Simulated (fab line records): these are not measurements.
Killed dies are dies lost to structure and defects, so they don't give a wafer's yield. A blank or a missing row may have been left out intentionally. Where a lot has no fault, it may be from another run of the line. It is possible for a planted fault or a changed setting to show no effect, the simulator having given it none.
fab line records | flow n5_finfet
[record] lots = 7 wafers = 21
route steps=1938 shown MOL_CONTACT_COAG@523 BEOL_M0_SAQP@676 BEOL_M0_CUTY@714 BEOL_M0@715 BEOL_M2@845
start_h: hours from the record's first day to the start of the lot's first wafer shown | wait_h: time in hours since the lot's previous step | " unchanged from the row above | L1.1+2: a row that stands for several wafers | - no value, or no start given | * or withheld: withheld | < > ~ a bound
route shown NAME@n: a module of which the file shows steps, and the number in the route of the first | usual: average and standard deviation across the fault-free wafers | same: alike in all rows | chamber/n: place in a boat | sites: per-site readings | _std_site: their standard deviation | _edge_site: outer sites' mean less inner sites' | radius_mm: how far each site lies from the wafer's centre | mask NAME#n: copy n | behind: the most recent tool/chamber to have shaped the wafer | hold: cause of the lot's hold/its duration in hours/its outcome | device: names the non-switching transistor (n, p or np) | end of line: the route-end tests of the same wafers | a step without rows: its recipe alone | killed: dies lost to structure and defects at the first sort, not the wafer's yield | map: a wafer's dies, x killed, . not, _ none there
set.NAME: the run value of the setting; set.NAME@STEP: its run value at that earlier step | model.NAME: the simulator's own value behind a step, which no gauge read
lots run with intentionally changed settings; tables by step, rows by wafer
[[steps]]
[step N5_MOL_CONTACT_COAG_EXPOSE_05]
[recipe] mask_id = CA na = 0.33 source_shape = annular sigma_inner = 0.4 sigma_outer = 0.8 polarization = unpolarized defocus_nm = 0 dose_mj = 38.25
// columns lot.wafer tool chamber start_h wait_h mask set.dose_mj
L077.1+2+6 euv_scanner-01 0 107.72 - CA#0 38.25
L078.1 euv_scanner-01 0 116.03 - CA#0 38.25
L078.2+5 " 0 " " CA#0 40.57
L085.1 euv_scanner-02 0 151.91 - CA#0 38.25
L085.3+6 " 0 " " CA#0 40.78
L086.1+5 euv_scanner-01 0 158.60 - CA#0 40.42
L086.4 " 0 " " CA#0 38.25
L087.3+5+6 euv_scanner-02 0 164.19 - CA#0 38.25
L092.3+4+5 euv_scanner-02 0 198.56 - CA#0 38.25
L095.3+5 euv_scanner-02 0 214.20 - CA#0 38.25
L095.4 " 0 " " CA#0 37.19
[step N5_MOL_CONTACT_COAG_PEB_06]
[recipe] peb_temp_c = 100 peb_time_s = 60 resist = CAR-EUV
[step N5_MOL_CONTACT_COAG_DEVELOP_07]
[recipe] develop_time_s = 30 developer = TMAH resist = CAR-EUV rinse_liquid = surfactant_rinse dry = air_spin dev_temp_c = 23
[step N5_MOL_CONTACT_COAG_DESCUM_13]
[recipe] chemistry = O2 time_s = 7 source_power_w = 50 bias_power_w = 20 pressure_mtorr = 20 rf_frequency_hz = 2.712e+07 temp_c = 40 resist = CAR-EUV o2_flow_sccm = 225
[step N5_MOL_CONTACT_COAG_ETCH_59]
[recipe] chemistry = N2/H2 target = underlayer target_depth_a = 130 mask_material = CAR-EUV time_s = 10.4 ion_energy_ev = 200 pressure_mtorr = 30 source_w = 840 bias_w = 150 n2_flow_sccm = 200 h2_flow_sccm = 200 ends = cleared
// columns lot.wafer tool chamber start_h wait_h set.spin_rpm@MOL_CONTACT_COAG_COAT_58 set.dose_mj@MOL_CONTACT_COAG_EXPOSE_05 model.MOL_CONTACT_COAG.cd_offset_nm model.CAR-EUV_of_MOL_CONTACT_COAG_COAT_02.thk_nm model.etch.depth_nm
L077.1 rie_diel-01 2 108.00 0.0 1500 38.25 0 14.4 10.03
L077.2 " 0 " " 1500 38.25 0.2 14.6 10.04
L077.6 " 2 " " 1559 38.25 -0.4 14.8 9.83
L078.1 rie_diel-01 3 116.32 0.0 1500 38.25 -0.2 14.2 10.03
L078.2 " 2 " " 1569 40.57 0.8 14.6 9.813
L078.5 " 1 " " 1500 40.57 0.6 14.6 10.04
L085.1 rie_diel-04 3 152.27 0.0 1392 38.25 0 14.2 10.37
L085.3 " 2 " " 1392 40.78 1 14.2 10.4
L085.6 " 0 " " 1500 40.78 1 14.8 10.03
L086.1 rie_diel-05 0 158.89 0.0 1500 40.42 0.6 14.6 10.07
L086.4 " 3 " " 1500 38.25 -0.8 14.6 10.08
L086.5 " 2 " " 1578 40.42 0.6 15 9.799
L087.3 rie_diel-04 2 164.46 0.0 1500 38.25 -0.4 14.6 10.01
L087.5 " 1 " " 1500 38.25 -0.2 14.6 10.01
L087.6 " 2 " " 1500 38.25 -0.6 14.6 9.986
L092.3 rie_diel-01 2 198.84 0.0 1500 38.25 -0.4 14.4 10.04
L092.4 " 3 " " 1500 38.25 -0.6 14.4 10.01
L092.5 " 1 " " 1500 38.25 -0.8 14.6 10.02
L095.3 rie_diel-05 2 214.48 0.0 1360 38.25 -0.2 14 10.49
L095.4 " 3 " " 1500 37.19 -0.8 14.8 10.02
L095.5 " 3 " " 1500 38.25 -0.2 14.8 9.999
[step N5_MOL_CONTACT_COAG_ETCH_105]
[recipe] chemistry = CF4 target = SiARC target_depth_a = 156 mask_material = CAR-EUV time_s = 26 ion_energy_ev = 80 pressure_mtorr = 40 source_w = 545 bias_w = 36 Ar_flow_sccm = 100 cf4_flow_sccm = 100 ends = cleared
// columns lot.wafer tool chamber start_h wait_h set.dose_mj@MOL_CONTACT_COAG_EXPOSE_05 model.MOL_CONTACT_COAG.cd_offset_nm
L077.1 rie_diel-01 2 108.02 0.0 38.25 0
L077.2 " 0 " " 38.25 0.2
L077.6 " 2 " " 38.25 -0.2
L078.1 rie_diel-01 3 116.34 0.0 38.25 -0.2
L078.2 " 2 " " 40.57 1
L078.5 " 1 " " 40.57 0.6
L085.1 rie_diel-04 3 152.29 0.0 38.25 -0.2
L085.3+6 " 2,0 " " 40.78 1
L086.1 rie_diel-05 0 158.91 0.0 40.42 0.6
L086.4 " 3 " " 38.25 -0.8
L086.5 " 2 " " 40.42 0.4
L087.3 rie_diel-04 2 164.48 0.0 38.25 -0.4
L087.5 " 1 " " 38.25 -0.2
L087.6 " 2 " " 38.25 -0.6
L092.3+4 rie_diel-01 2,3 198.86 0.0 38.25 -0.4
L092.5 " 1 " " 38.25 -0.8
L095.3+5 rie_diel-05 2,3 214.50 0.0 38.25 -0.2
L095.4 " 3 " " 37.19 -0.8
[step N5_MOL_CONTACT_COAG_ETCH_106]
[recipe] chemistry = N2/H2 target = SOC target_depth_a = 800 overetch_a = 160 mask_material = SiARC temp_c = 40 time_s = 120 ion_energy_ev = 200 pressure_mtorr = 30 source_w = 840 bias_w = 150 n2_flow_sccm = 200 h2_flow_sccm = 200
// columns lot.wafer tool chamber start_h wait_h set.dose_mj@MOL_CONTACT_COAG_EXPOSE_05 model.MOL_CONTACT_COAG.cd_offset_nm
L077.1 rie_diel-01 2 108.05 0.0 38.25 0.2
L077.2+6 " 0,2 " " 38.25 0
L078.1 rie_diel-01 3 116.36 0.0 38.25 -0.2
L078.2 " 2 " " 40.57 1
L078.5 " 1 " " 40.57 0.4
L085.1 rie_diel-04 3 152.32 0.0 38.25 -0.2
L085.3 " 2 " " 40.78 1
L085.6 " 0 " " 40.78 0.8
L086.1+5 rie_diel-05 0,2 158.94 0.0 40.42 0.4
L086.4 " 3 " " 38.25 -0.6
L087.3+5+6 rie_diel-04 2,1,2 164.51 0.0 38.25 -0.6
L092.3+4 rie_diel-01 2,3 198.88 0.0 38.25 -0.6
L092.5 " 1 " " 38.25 -1.2
L095.3+5 rie_diel-05 2,3 214.53 0.0 38.25 -0.2
L095.4 " 3 " " 37.19 -0.8
[step N5_MOL_CONTACT_COAG_STRIP_107]
[recipe] chemistry = N2/H2 temp_c = 40 n2_flow_sccm = 200 h2_flow_sccm = 200 rf_frequency_hz = 6e+07
[step N5_MOL_CONTACT_COAG_STRIP_108]
[recipe] chemistry = N2/H2 temp_c = 40 n2_flow_sccm = 200 h2_flow_sccm = 200 rf_frequency_hz = 6e+07
[step N5_MOL_CONTACT_COAG_CONTACT_ETCH_14]
[recipe] chemistry = C4F6/O2 target = SiO2 target_depth_a = 275 overetch_a = 85 mask_material = SOC pressure_mtorr = 30 source_w = 370 bias_w = 185 Ar_flow_sccm = 300 C4F6_flow_sccm = 16 O2_flow_sccm = 10 time_s = 20 ion_energy_ev = 259.6
[step N5_MOL_CONTACT_COAG_STRIP_109]
[recipe] chemistry = C4F6/O2 resist = SiARC rf_frequency_hz = 6e+07
[step N5_MOL_CONTACT_COAG_ETCH_15]
[recipe] chemistry = CH3F/O2 target = SiNx target_depth_a = 70 mask_material = SOC stop_on = Si:P over_etch_frac = 0.75 ion_energy_ev = 120 pressure_mtorr = 30 source_w = 395 bias_w = 73 Ar_flow_sccm = 150 CH3F_flow_sccm = 30 O2_flow_sccm = 20
// columns lot.wafer tool chamber start_h wait_h set.dose_mj@MOL_CONTACT_COAG_EXPOSE_05 model.MOL_CONTACT_COAG.cd_offset_nm
L077.1+2 rie_diel-01 2,0 108.19 0.0 38.25 0.2
L077.6 " 2 " " 38.25 0
L078.1 rie_diel-01 3 116.50 0.0 38.25 -0.2
L078.2 " 2 " " 40.57 1
L078.5 " 1 " " 40.57 0.4
L085.1 rie_diel-04 3 152.46 0.0 38.25 -0.2
L085.3 " 2 " " 40.78 1
L085.6 " 0 " " 40.78 0.8
L086.1 rie_diel-05 0 159.07 0.0 40.42 0.2
L086.4 " 3 " " 38.25 -0.4
L086.5 " 2 " " 40.42 0.4
L087.3+5 rie_diel-04 2,1 164.64 0.0 38.25 -0.6
L087.6 " 2 " " 38.25 -0.4
L092.3+4 rie_diel-01 2,3 199.02 0.0 38.25 -0.6
L092.5 " 1 " " 38.25 -1.2
L095.3 rie_diel-05 2 214.66 0.0 38.25 -0.2
L095.4 " 3 " " 37.19 -0.6
L095.5 " 3 " " 38.25 0.2
[step N5_MOL_CONTACT_COAG_COAT_62]
[recipe] resist = SOC temp_c = 250 time_s = 60 spin_rpm = 1500 resist_thk_nm = 60
// columns lot.wafer tool chamber start_h wait_h set.spin_rpm model.SOC_of_MOL_CONTACT_COAG_COAT_62.thk_nm
L077.1+2+6 litho_track-01 0 121.02 0.0 1587 58.4
L078.1+5 litho_track-01 0 126.60 0.0 1500 60
L078.2 " 0 " " 1500 60.2
L085.1 litho_track-01 0 164.04 0.0 1420 61.6
L085.3 " 0 " " 1500 60
L085.6 " 0 " " 1420 61.8
L086.1 litho_track-04 0 171.46 0.0 1500 60
L086.4 " 0 " " 1581 58.6
L086.5 " 0 " " 1581 58.4
L087.3 litho_track-02 0 177.27 0.0 1500 59.8
L087.5+6 " 0 " " 1500 60
L092.3 litho_track-01 0 209.68 0.0 1500 60
L092.4+5 " 0 " " 1391 62.4
L095.3 litho_track-01 0 226.69 0.0 1500 60
L095.4 " 0 " " 1500 60.2
L095.5 " 0 " " 1390 62.6
[step N5_MOL_CONTACT_COAG_ALD_133]
[recipe] material = SiO2 target_thk_a = 50 temp_c = 100 ald_precursor_family = BDEAS ald_co_reactant = O2-plasma pulse_time_s = 1 co_reactant_pulse_time_s = 1 purge_time_s = 2 co_reactant_purge_time_s = 2 ald_cycles = 35 pressure_torr = 2
// columns lot.wafer tool chamber start_h wait_h set.ald_cycles model.SiO2_of_MOL_CONTACT_COAG_ALD_133.thk_nm
L077.1+6 ald_sin-01 1 121.56 0.1 35 5
L077.2 " 0 " " 41 5.8
L078.1 ald_sin-01 2 127.14 0.1 35 5
L078.2+5 " 1,3 " " 30 4.2
L085.1 ald_sin-04 2 164.94 0.1 30 4.2
L085.3+6 " 0 " " 35 5
L086.1+4+5 ald_sin-04 3,0,2 172.13 0.1 35 5
L087.3+5+6 ald_sin-04 1,0,1 177.84 0.1 35 5
L092.3+4 ald_sin-04 1,2 210.22 0.1 33 4.6
L092.5 " 2 " " 35 5
L095.3+4+5 ald_sin-01 0,2,1 227.42 0.1 35 5
[step N5_MOL_CONTACT_COAG_ETCHBACK_134]
[recipe] chemistry = CHF3 target = SiO2 target_depth_a = 100 time_s = 6.7 ion_energy_ev = 200 pressure_mtorr = 30 source_w = 610 bias_w = 170 Ar_flow_sccm = 200 CHF3_flow_sccm = 50
[step N5_MOL_CONTACT_COAG_ETCH_67]
[recipe] chemistry = N2/H2 target = SOC target_depth_a = 600 overetch_a = 210 mask_material = SiARC temp_c = 40 time_s = 101.2 ion_energy_ev = 200 pressure_mtorr = 30 source_w = 840 bias_w = 150 n2_flow_sccm = 200 h2_flow_sccm = 200
// columns lot.wafer tool chamber start_h wait_h set.spin_rpm@MOL_CONTACT_COAG_COAT_62 model.etch.depth_nm
L077.1 rie_diel-01 1 121.77 0.0 1587 58.46
L077.2 " 2 " " 1587 58.34
L077.6 " 3 " " 1587 58.35
L078.1 rie_diel-05 0 127.37 0.0 1500 60.09
L078.2 " 3 " " 1500 60.21
L078.5 " 1 " " 1500 60.07
L085.1 rie_diel-01 2 165.16 0.0 1420 61.56
L085.3 " 3 " " 1500 60.08
L085.6 " 0 " " 1420 61.86
L086.1 rie_diel-04 0 172.35 0.0 1500 60.06
L086.4 " 1 " " 1581 58.61
L086.5 " 0 " " 1581 58.4
L087.3 rie_diel-01 1 178.08 0.0 1500 59.9
L087.5 " 0 " " 1500 60.06
L087.6 " 1 " " 1500 59.99
L092.3 rie_diel-01 2 210.43 0.0 1500 59.93
L092.4+5 " 2,3 " " 1391 62.32
L095.3 rie_diel-01 2 227.63 0.0 1500 60.03
L095.4 " 1 " " 1500 60.14
L095.5 " 0 " " 1390 62.55
[step N5_MOL_CONTACT_COAG_ETCH_124]
[recipe] chemistry = CH3F/O2 target = SiNx target_depth_a = 65 mask_material = SOC stop_on = SiOC over_etch_frac = 0.3 ion_energy_ev = 120 pressure_mtorr = 30 source_w = 395 bias_w = 73 Ar_flow_sccm = 150 CH3F_flow_sccm = 30 O2_flow_sccm = 20 ends = end_point
[usual] rf_vpp_V = 299/8
// columns lot.wafer tool chamber start_h wait_h set.bias_w rf_vpp_V
L077.1 rie_diel-01 1 121.93 0.0 73 301
L077.2 " 2 " " 73 299
L077.6 " 3 " " 73 287
L078.1 rie_diel-05 0 127.52 0.0 63.42 267
L078.2 " 3 " " 73 308
L078.5 " 1 " " 63.42 256
L085.1 rie_diel-01 2 165.31 0.0 73 297
L085.3 " 3 " " 73 287
L085.6 " 0 " " 73 306
L086.1 rie_diel-04 0 172.50 0.0 73 300
L086.4 " 1 " " 73 310
L086.5 " 0 " " 59.92 257
L087.3 rie_diel-01 1 178.24 0.0 73 303
L087.5 " 0 " " 73 304
L087.6 " 1 " " 73 302
L092.3 rie_diel-01 2 210.58 0.0 60.36 255
L092.4 " 2 " " 60.36 257
L092.5 " 3 " " 60.36 247
L095.3 rie_diel-01 2 227.78 0.0 73 298
L095.4 " 1 " " 73 302
L095.5 " 0 " " 73 306
[step N5_BEOL_M0_SAQP_SPACER2_ALD_26]
[recipe] material = SiO2 target_thk_a = 150 temp_c = 300 ald_precursor_family = BDEAS ald_co_reactant = O2-plasma pulse_time_s = 1 purge_time_s = 2 co_reactant_purge_time_s = 2 pressure_torr = 2
// columns lot.wafer tool chamber start_h wait_h set.target_thk_a model.SiO2_of_BEOL_M0_SAQP_SPACER2_ALD_26.thk_nm
L077.1+2+6 ald_sin-01 3,0,1 130.15 0.1 150 15
L078.1 ald_sin-01 1 136.73 0.8 132.3 13.2
L078.2 " 3 " " 132.3 13.4
L078.5 " 2 " " 150 15.2
L085.1 ald_sin-04 2 174.45 0.6 142.2 14.2
L085.3+6 " 3 " " 150 15
L086.1 ald_sin-01 1 182.84 0.2 169.4 16.8
L086.4 " 3 " " 150 15
L086.5 " 0 " " 150 14.8
L087.3+6 ald_sin-04 1 186.57 0.1 150 15.2
L087.5 " 2 " " 150 15
L092.3 ald_sin-04 2 220.69 0.1 150 15
L092.4 " 3 " " 157.8 15.8
L092.5 " 0 " " 150 15.2
L095.3 ald_sin-01 0 238.66 0.1 150 15
L095.4+5 " 3,1 " " 157.9 15.8
[step N5_BEOL_M0_SAQP_SPACER2_ETCHBACK_27]
[recipe] chemistry = CHF3/O2 mode = anisotropic_etchback target = SiO2 target_depth_a = 225 time_s = 11.25 pressure_mtorr = 30 source_w = 650 bias_w = 170 Ar_flow_sccm = 200 CHF3_flow_sccm = 50 O2_flow_sccm = 5 ion_energy_ev = 200
[step N5_BEOL_M0_SAQP_MANDREL2_REMOVE_110]
[recipe] chemistry = HBr/Cl2/O2 bt_time_s = 10 target = a-Si stop_on = SiCN endpoint = OES-SiCl over_etch_frac = 1 icp_w = 600 bias_w = 30 HBr_flow_sccm = 150 Cl2_flow_sccm = 80 O2_flow_sccm = 5 pressure_mtorr = 10
// columns lot.wafer tool chamber start_h wait_h set.target_thk_a@BEOL_M0_SAQP_SPACER2_ALD_26 model.BEOL_M0_SAQP.cd_nm
L077.1 rie_si-05 3 130.87 0.1 150 15
L077.2+6 " 0 " " 150 15.2
L078.1+2 rie_si-06 2,1 137.37 0.1 132.3 13.2
L078.5 " 0 " " 150 15
L085.1 rie_si-06 0 175.09 0.1 142.2 14.4
L085.3 " 2 " " 150 15.4
L085.6 " 2 " " 150 15.2
L086.1 rie_si-05 0 183.49 0.1 169.4 16.8
L086.4 " 3 " " 150 15
L086.5 " 0 " " 150 14.8
L087.3+5+6 rie_si-05 2,0,3 187.21 0.1 150 15.2
L092.3 rie_si-03 2 221.32 0.1 150 15
L092.4 " 0 " " 157.8 15.8
L092.5 " 1 " " 150 15.2
L095.3 rie_si-03 1 239.38 0.1 150 15
L095.4 " 0 " " 157.9 15.6
L095.5 " 1 " " 157.9 15.8
[step N5_BEOL_M0_SAQP_CD_MEAS_29]
[recipe] target_cd_nm = 14.4 landing_energy_ev = 1000 detector = se_inlens
[usual] cd_nm = 15.04/0.23
// columns lot.wafer tool chamber start_h wait_h set.target_thk_a@BEOL_M0_SAQP_SPACER2_ALD_26 cd_nm
L077.1 cd_sem-01 0 130.98 0.1 150 15.19
L077.2 " 0 " " 150 15.25
L077.6 " 0 " " 150 15.05
L078.1 cd_sem-01 0 137.48 0.1 132.3 13.14
L078.2 " 0 " " 132.3 13.14
L078.5 " 0 " " 150 14.48
L085.1 cd_sem-02 0 175.20 0.1 142.2 14.14
L085.3 " 0 " " 150 15.01
L085.6 " 0 " " 150 15.08
L086.1 cd_sem-01 0 183.60 0.1 169.4 16.95
L086.4 " 0 " " 150 14.99
L086.5 " 0 " " 150 14.85
L087.3 cd_sem-01 0 187.32 0.1 150 15.02
L087.5 " 0 " " 150 15.41
L087.6 " 0 " " 150 15.29
L092.3 cd_sem-03 0 221.44 0.1 150 14.99
L092.4 " 0 " " 157.8 15.53
L092.5 " 0 " " 150 15.27
L095.3 cd_sem-01 0 239.49 0.1 150 15.00
L095.4 " 0 " " 157.9 15.67
L095.5 " 0 " " 157.9 15.66
[step N5_BEOL_M0_SAQP_COAT_69]
[recipe] resist = SOC temp_c = 250 time_s = 60 spin_rpm = 1500 resist_thk_nm = 90
[step N5_BEOL_M0_SAQP_COAT_72]
[recipe] resist = SiARC temp_c = 220 time_s = 60 spin_rpm = 1500 resist_thk_nm = 15
[step N5_BEOL_M0_CUTY_STRIP_64]
[recipe] chemistry = N2/H2 temp_c = 40 n2_flow_sccm = 200 h2_flow_sccm = 200 rf_frequency_hz = 6e+07
[step N5_BEOL_M0_ETCH_138]
[recipe] chemistry = CH3F/O2 target_depth_a = 120 target = SiCN time_s = 31.6 ion_energy_ev = 120 pressure_mtorr = 30 source_w = 395 bias_w = 75 Ar_flow_sccm = 150 CH3F_flow_sccm = 30 O2_flow_sccm = 20 ends = cleared
[step N5_BEOL_M0_HM_OPEN_105]
[recipe] chemistry = Cl2/BCl3 target_depth_a = 120 target = TiN ion_energy_ev = 150 pressure_mtorr = 10 icp_w = 1000 bias_w = 126 Cl2_flow_sccm = 53.25 bcl3_flow_sccm = 21.75 Ar_flow_sccm = 25
// columns lot.wafer tool chamber start_h wait_h set.target_thk_a@BEOL_M0_SAQP_SPACER2_ALD_26 model.SiO2_of_BEOL_M0_SAQP_SPACER2_ALD_26.thk_nm
L077.1 rie_metal-03 1 134.08 1.1 150 3
L077.2 " 0 " " 150 2.8
L077.6 " 0 " " 150 2.4
L078.1 rie_metal-03 1 142.36 2.8 132.3 1.8
L078.2 " 0 " " 132.3 1.6
L078.5 " 1 " " 150 3
L085.1 rie_metal-01 0 178.96 1.2 142.2 2
L085.3 " 1 " " 150 2.8
L085.6 " 0 " " 150 2.6
L086.1 rie_metal-02 0 186.06 0.4 169.4 4.6
L086.4 " 1 " " 150 2.6
L086.5 " 0 " " 150 2.8
L087.3+6 rie_metal-01 0 190.29 0.4 150 2.6
L087.5 " 1 " " 150 2.8
L092.3 rie_metal-01 1 226.51 2.9 150 3
L092.4 " 0 " " 157.8 3.6
L092.5 " 0 " " 150 2.8
L095.3 rie_metal-02 0 244.94 2.7 150 2.8
L095.4+5 " 1 " " 157.9 3.4
[step N5_BEOL_M2_COAT_61]
[recipe] resist = SOC temp_c = 250 time_s = 60 spin_rpm = 1500 resist_thk_nm = 60
// columns lot.wafer tool chamber start_h wait_h set.spin_rpm model.SOC_of_BEOL_M2_COAT_61.thk_nm
L077.1 litho_track-02 0 159.24 0.1 1451 61.2
L077.2+6 " 0 " " 1500 60.2
L078.1 litho_track-02 0 162.87 0.1 1455 60.8
L078.2 " 0 " " 1455 61
L078.5 " 0 " " 1500 60
L085.1 litho_track-02 0 206.48 0.1 1500 60
L085.3 " 0 " " 1500 59.8
L085.6 " 0 " " 1500 60.2
L086.1+4 litho_track-03 0 206.53 0.1 1500 60.2
L086.5 " 0 " " 1500 60
L087.3 litho_track-02 0 219.83 0.1 1500 60.4
L087.5 " 0 " " 1500 60.2
L087.6 " 0 " " 1500 60
L092.3 litho_track-03 0 252.29 0.1 1500 60.2
L092.4 " 0 " " 1455 61.4
L092.5 " 0 " " 1500 60.4
L095.3 litho_track-03 0 272.39 0.1 1381 62.6
L095.4 " 0 " " 1500 60
L095.5 " 0 " " 1381 62.4
[[key]]
[split] step = N5_MOL_CONTACT_COAG_EXPOSE_05 setting = dose_mj stated = 38.25 by = wafer
[response] step = N5_MOL_CONTACT_COAG_ETCH_59 reading = model.MOL_CONTACT_COAG.cd_offset_nm change = +0.18 per = 1% r = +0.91
[response] step = N5_MOL_CONTACT_COAG_ETCH_105 reading = model.MOL_CONTACT_COAG.cd_offset_nm change = +0.191 per = 1% r = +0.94
[response] step = N5_MOL_CONTACT_COAG_ETCH_106 reading = model.MOL_CONTACT_COAG.cd_offset_nm change = +0.167 per = 1% r = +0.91
[response] step = N5_MOL_CONTACT_COAG_ETCH_15 reading = model.MOL_CONTACT_COAG.cd_offset_nm change = +0.153 per = 1% r = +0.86
[split] step = N5_MOL_CONTACT_COAG_COAT_62 setting = spin_rpm stated = 1500 by = wafer
[response] step = N5_MOL_CONTACT_COAG_COAT_62 reading = model.SOC_of_MOL_CONTACT_COAG_COAT_62.thk_nm change = -0.322 per = 1% r = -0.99
[response] step = N5_MOL_CONTACT_COAG_ETCH_67 reading = model.etch.depth_nm change = -0.32 per = 1% r = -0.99
[split] step = N5_MOL_CONTACT_COAG_ALD_133 setting = ald_cycles stated = 35 by = wafer
[response] step = N5_MOL_CONTACT_COAG_ALD_133 reading = model.SiO2_of_MOL_CONTACT_COAG_ALD_133.thk_nm change = +0.0529 per = 1% r = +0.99
[split] step = N5_MOL_CONTACT_COAG_ETCH_124 setting = bias_w stated = 73 by = wafer
[response] step = N5_MOL_CONTACT_COAG_ETCH_124 reading = rf_vpp_V change = +2.98 per = 1% r = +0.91
[split] step = N5_BEOL_M0_SAQP_SPACER2_ALD_26 setting = target_thk_a stated = 150 by = wafer
[response] step = N5_BEOL_M0_SAQP_SPACER2_ALD_26 reading = model.SiO2_of_BEOL_M0_SAQP_SPACER2_ALD_26.thk_nm change = +0.152 per = 1% r = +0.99
[response] step = N5_BEOL_M0_SAQP_MANDREL2_REMOVE_110 reading = model.BEOL_M0_SAQP.cd_nm change = +0.149 per = 1% r = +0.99
[response] step = N5_BEOL_M0_SAQP_CD_MEAS_29 reading = cd_nm change = +0.135 per = 1% r = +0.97
[response] step = N5_BEOL_M0_HM_OPEN_105 reading = model.SiO2_of_BEOL_M0_SAQP_SPACER2_ALD_26.thk_nm change = +0.13 per = 1% r = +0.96
[split] step = N5_BEOL_M2_COAT_61 setting = spin_rpm stated = 1500 by = wafer
[response] step = N5_BEOL_M2_COAT_61 reading = model.SOC_of_BEOL_M2_COAT_61.thk_nm change = -0.318 per = 1% r = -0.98
split outside_this_file step=N5_MOL_CONTACT_COAG_COAT_58 setting=spin_rpm
// split outside_this_file: this setting was split too, and the file shows its column; the key of that split is in another file
